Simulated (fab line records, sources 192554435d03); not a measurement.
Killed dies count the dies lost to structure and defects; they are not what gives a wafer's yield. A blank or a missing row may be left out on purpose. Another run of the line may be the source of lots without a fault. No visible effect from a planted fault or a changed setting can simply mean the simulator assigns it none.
Which of the tools did it?	flow n5_finfet	12 lots, 36 wafers sampled, at 3 steps of a route of 1938

== WHAT THE GAUGES SHOWED, per wafer ==
N5_MOL_CONTACT_COAG_CD_MEAS_101 targets a cd of 16 nm.
lot	measured	on	cd_nm (nm)
L075	day 5 11:12	cd_sem-01	15.8 16.3 15.6
L077	day 6 00:49	cd_sem-01	16.0 15.8 15.8
L079	day 6 15:58	cd_sem-03	17.2 16.0 16.9
L080	day 6 22:47	cd_sem-03	15.9 16.4 16.6
L083	day 7 10:29	cd_sem-03	16.0 17.1 16.6
L085	day 8 02:18	cd_sem-01	16.8 15.8 16.4
L087	day 8 13:28	cd_sem-01	16.6 15.6 15.7
L089	day 8 23:03	cd_sem-01	15.5 16.0 16.8
L091	day 9 08:38	cd_sem-01	17.0 17.2 16.5
L093	day 9 22:05	cd_sem-01	16.9 16.2 16.5
L095	day 10 06:49	cd_sem-02	15.7 16.5 15.7
L097	day 11 02:11	cd_sem-02	16.4 15.7 16.3

== TOOL THAT RAN EACH LOT (tool first, then ch and the chambers of the sampled wafers, then the start) ==
lot	N5_MOL_CONTACT_COAG_CMP_28	N5_MOL_CONTACT_COAG_ETCH_90
L075	cmp-01 ch 2,3, day 5 07:19	rie_diel-04 ch 2,3, day 5 08:49
L077	cmp-03 ch 0,3, day 5 20:12	rie_diel-04 ch 0,1,3, day 5 22:08
L079	cmp-04 ch 1,3, day 6 12:28	rie_diel-06 ch 0,3, day 6 13:52
L080	cmp-04 ch 1,2, day 6 19:25	rie_diel-01 ch 0,1, day 6 20:44
L083	cmp-03 ch 0,2,3, day 7 06:41	rie_diel-04 ch 0,1,2, day 7 08:20
L085	cmp-01 ch 2,3, day 7 22:22	rie_diel-01 ch 1,2, day 8 00:09
L087	cmp-03 ch 0,1,2, day 8 09:10	rie_diel-06 ch 1,2,3, day 8 10:29
L089	cmp-01 ch 1,3, day 8 17:40	rie_diel-06 ch 0,2, day 8 19:31
L091	cmp-04 ch 1,2,3, day 9 05:05	rie_diel-01 ch 1,2, day 9 06:26
L093	cmp-03 ch 0,1, day 9 17:37	rie_diel-01 ch 0,3, day 9 19:35
L095	cmp-01 ch 0,2,3, day 10 03:24	rie_diel-04 ch 0,1,2, day 10 04:44
L097	cmp-04 ch 0,2, day 10 21:44	rie_diel-04 ch 0,1,3, day 10 23:05
- N5_MOL_CONTACT_COAG_CMP_28: polishes, stops on SiNx, t overpolish 0.85 s, target thk 14.522 nm.
- N5_MOL_CONTACT_COAG_ETCH_90: etches SiARC in CF4, target depth 13 nm, time 21.7 s.

== THE ANSWER, worked out from the rows above alone ==
Rule: what is usual is taken from the lots themselves. Put in order of their means at a reading, lots are off if they are a third of the lots or fewer, leave a main group of 4 or more, and stand apart from it by a gap of 3 or more times the standard deviation of the main group's means; of several such gaps the widest counts. The tables above print the reading to a certain number of digits; a main group whose means all agree to those digits is not used. A lot without any number at a reading at which 4 lots or more have one is off too. Any other lot the step has rows for is counted as sound.
Across all readings shown, no lot is off: no conclusion can be drawn from this.

== WHAT THE SIMULATOR PUT IN ==
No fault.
